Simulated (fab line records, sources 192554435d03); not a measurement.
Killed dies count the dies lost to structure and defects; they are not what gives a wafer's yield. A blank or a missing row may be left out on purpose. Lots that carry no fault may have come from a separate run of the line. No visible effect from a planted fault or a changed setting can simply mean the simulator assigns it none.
Matching of chambers / flow n5_finfet / 4 sister chambers for N5_BEOL_M9_ETCH_62 on rie_diel-03
The step etches SOC in N2/H2, target depth 110 nm, overetch 22 nm, time 165 s. 18 wafers are shown with their chamber, then 9 later ones without.

== WAFERS, EACH WITH ITS CHAMBER ==
wafer=L074.2; chamber=3; drypump_motor_current_A (A)=6.7; throttle_valve_pct (%)=17.51; showerhead_plenum_p_Torr (Torr)=2.59
wafer=L074.3; chamber=1; drypump_motor_current_A (A)=6.0; throttle_valve_pct (%)=18.27; showerhead_plenum_p_Torr (Torr)=2.63
wafer=L074.6; chamber=2; drypump_motor_current_A (A)=5.8; throttle_valve_pct (%)=17.71; showerhead_plenum_p_Torr (Torr)=2.55
wafer=L078.1; chamber=1; drypump_motor_current_A (A)=6.0; throttle_valve_pct (%)=18.29; showerhead_plenum_p_Torr (Torr)=2.63
wafer=L078.3; chamber=2; drypump_motor_current_A (A)=5.8; throttle_valve_pct (%)=17.75; showerhead_plenum_p_Torr (Torr)=2.54
wafer=L078.6; chamber=2; drypump_motor_current_A (A)=5.8; throttle_valve_pct (%)=17.75; showerhead_plenum_p_Torr (Torr)=2.54
wafer=L079.3; chamber=1; drypump_motor_current_A (A)=6.1; throttle_valve_pct (%)=18.29; showerhead_plenum_p_Torr (Torr)=2.63
wafer=L079.4; chamber=2; drypump_motor_current_A (A)=5.8; throttle_valve_pct (%)=17.74; showerhead_plenum_p_Torr (Torr)=2.54
wafer=L079.6; chamber=1; drypump_motor_current_A (A)=6.0; throttle_valve_pct (%)=18.30; showerhead_plenum_p_Torr (Torr)=2.63
wafer=L081.2; chamber=2; drypump_motor_current_A (A)=5.8; throttle_valve_pct (%)=17.75; showerhead_plenum_p_Torr (Torr)=2.54
wafer=L081.4; chamber=0; drypump_motor_current_A (A)=4.9; throttle_valve_pct (%)=17.58; showerhead_plenum_p_Torr (Torr)=2.53
wafer=L081.5; chamber=0; drypump_motor_current_A (A)=4.9; throttle_valve_pct (%)=17.60; showerhead_plenum_p_Torr (Torr)=2.53
wafer=L084.2; chamber=3; drypump_motor_current_A (A)=6.6; throttle_valve_pct (%)=17.54; showerhead_plenum_p_Torr (Torr)=2.58
wafer=L084.4; chamber=0; drypump_motor_current_A (A)=4.9; throttle_valve_pct (%)=17.60; showerhead_plenum_p_Torr (Torr)=2.53
wafer=L084.6; chamber=2; drypump_motor_current_A (A)=5.8; throttle_valve_pct (%)=17.77; showerhead_plenum_p_Torr (Torr)=2.54
wafer=L088.1; chamber=1; drypump_motor_current_A (A)=6.1; throttle_valve_pct (%)=18.32; showerhead_plenum_p_Torr (Torr)=2.62
wafer=L088.4; chamber=0; drypump_motor_current_A (A)=4.9; throttle_valve_pct (%)=17.61; showerhead_plenum_p_Torr (Torr)=2.52
wafer=L088.6; chamber=0; drypump_motor_current_A (A)=4.9; throttle_valve_pct (%)=17.63; showerhead_plenum_p_Torr (Torr)=2.52

SIGNATURES (means of the wafers above)
reading=drypump_motor_current_A; chamber 0=4.900; chamber 1=6.040; chamber 2=5.800; chamber 3=6.650; scatter within a chamber=0.0348
reading=throttle_valve_pct; chamber 0=17.6040; chamber 1=18.2940; chamber 2=17.7450; chamber 3=17.5250; scatter within a chamber=0.019
reading=showerhead_plenum_p_Torr; chamber 0=2.5260; chamber 1=2.6280; chamber 2=2.5417; chamber 3=2.5850; scatter within a chamber=0.00488
Rule: for each reading, subtract the chamber's mean from the wafer's reading, divide by that reading's scatter and square the result; add these up over the readings and take the root, which gives the wafer's distance from the chamber. The wafer belongs to the nearest chamber; if the next one is less than 2 further off, it can't be placed. The scatter: take each reading less its chamber's mean, square it, sum over the shown wafers, divide by the number of wafers less the number of chambers, and take the root.

== WAFERS WITH NO CHAMBER GIVEN ==
wafer=L086.3; drypump_motor_current_A (A)=6.0; throttle_valve_pct (%)=18.33; showerhead_plenum_p_Torr (Torr)=2.62
wafer=L086.4; drypump_motor_current_A (A)=5.8; throttle_valve_pct (%)=17.78; showerhead_plenum_p_Torr (Torr)=2.54
wafer=L086.6; drypump_motor_current_A (A)=5.8; throttle_valve_pct (%)=17.80; showerhead_plenum_p_Torr (Torr)=2.54
wafer=L092.4; drypump_motor_current_A (A)=5.8; throttle_valve_pct (%)=17.80; showerhead_plenum_p_Torr (Torr)=2.53
wafer=L092.5; drypump_motor_current_A (A)=6.7; throttle_valve_pct (%)=17.59; showerhead_plenum_p_Torr (Torr)=2.57
wafer=L092.6; drypump_motor_current_A (A)=5.8; throttle_valve_pct (%)=17.80; showerhead_plenum_p_Torr (Torr)=2.53
wafer=L096.1; drypump_motor_current_A (A)=4.9; throttle_valve_pct (%)=17.66; showerhead_plenum_p_Torr (Torr)=2.52
wafer=L096.3; drypump_motor_current_A (A)=6.0; throttle_valve_pct (%)=18.37; showerhead_plenum_p_Torr (Torr)=2.61
wafer=L096.5; drypump_motor_current_A (A)=6.0; throttle_valve_pct (%)=18.36; showerhead_plenum_p_Torr (Torr)=2.61

== CHAMBER TAKEN BY EACH ==
wafer=L086.3; from the rows above=1; in truth=1
wafer=L086.4; from the rows above=2; in truth=2
wafer=L086.6; from the rows above=2; in truth=2
wafer=L092.4; from the rows above=2; in truth=2
wafer=L092.5; from the rows above=3; in truth=3
wafer=L092.6; from the rows above=2; in truth=2
wafer=L096.1; from the rows above=0; in truth=0
wafer=L096.3; from the rows above=1; in truth=1
wafer=L096.5; from the rows above=1; in truth=1
Correct placement for 9 of the 9. Not placeable from these rows: 0. Number placed wrongly: 0.
